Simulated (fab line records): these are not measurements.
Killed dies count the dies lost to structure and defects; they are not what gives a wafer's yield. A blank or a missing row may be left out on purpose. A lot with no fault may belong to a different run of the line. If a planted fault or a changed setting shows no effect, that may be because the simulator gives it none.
Matching of chambers | flow n5 finfet | N5_BEOL_M2_STRIP_66 on rie diel-06 has 3 sister chambers
The step strips in CF4. 14 wafers are shown with their chamber, then 5 later ones without.

EACH WAFER AND ITS CHAMBER
wafer  | chamber | drypump motor current A (A) | showerhead plenum p Torr (Torr) | oes product au (a.u.)
L078.1 | 0       | 5.8                         | 1.92                            | 0.91
L078.3 | 3       | 5.9                         | 1.87                            | 0.78
L078.6 | 2       | 4.9                         | 1.78                            | 0.68
L080.3 | 0       | 5.8                         | 1.92                            | 0.91
L080.4 | 3       | 6.0                         | 1.87                            | 0.77
L080.5 | 3       | 6.0                         | 1.87                            | 0.77
L082.1 | 3       | 6.0                         | 1.87                            | 0.77
L082.2 | 2       | 4.9                         | 1.78                            | 0.68
L082.5 | 3       | 6.0                         | 1.87                            | 0.77
L084.2 | 0       | 5.8                         | 1.92                            | 0.88
L084.4 | 2       | 4.9                         | 1.78                            | 0.68
L084.6 | 3       | 6.0                         | 1.87                            | 0.77
L093.1 | 0       | 5.8                         | 1.91                            | 0.85
L093.5 | 3       | 6.0                         | 1.86                            | 0.75

SIGNATURES (averages over the wafers above)
reading                  | chamber 0 | chamber 2 | chamber 3 | scatter within a chamber
drypump motor current A  | 5.800     | 4.900     | 5.986     | 0.0279
showerhead plenum p Torr | 1.9175    | 1.7800    | 1.8686    | 0.00382
oes product au           | 0.8875    | 0.6800    | 0.7686    | 0.0164
Rule: for a wafer and a chamber, the distance is found by dividing, reading by reading, the gap between the wafer's reading and the chamber's mean by the reading's scatter, squaring, summing and taking the root. The wafer belongs to the nearest chamber; if the next one is less than 2 further off, it can't be placed. The scatter: the root of (the sum of the squares of (reading less its chamber's mean) over the shown wafers, divided by (wafers less chambers)).

WAFERS MISSING THEIR CHAMBER
wafer  | drypump motor current A (A) | showerhead plenum p Torr (Torr) | oes product au (a.u.)
L093.6 | 5.8                         | 1.91                            | 0.84
L094.2 | 4.9                         | 1.78                            | 0.94
L094.6 | 6.0                         | 1.86                            | 0.74
L096.3 | 4.9                         | 1.78                            | 0.94
L096.5 | 5.8                         | 1.91                            | 0.84

EACH ONE'S CHAMBER
wafer  | from the rows above | in truth
L093.6 | 0                   | 0
L094.2 | 2                   | 2
L094.6 | 3                   | 3
L096.3 | 2                   | 2
L096.5 | 0                   | 0
Correct placement for 5 of the 5. Number that these rows cannot place: 0. Number placed wrongly: 0.
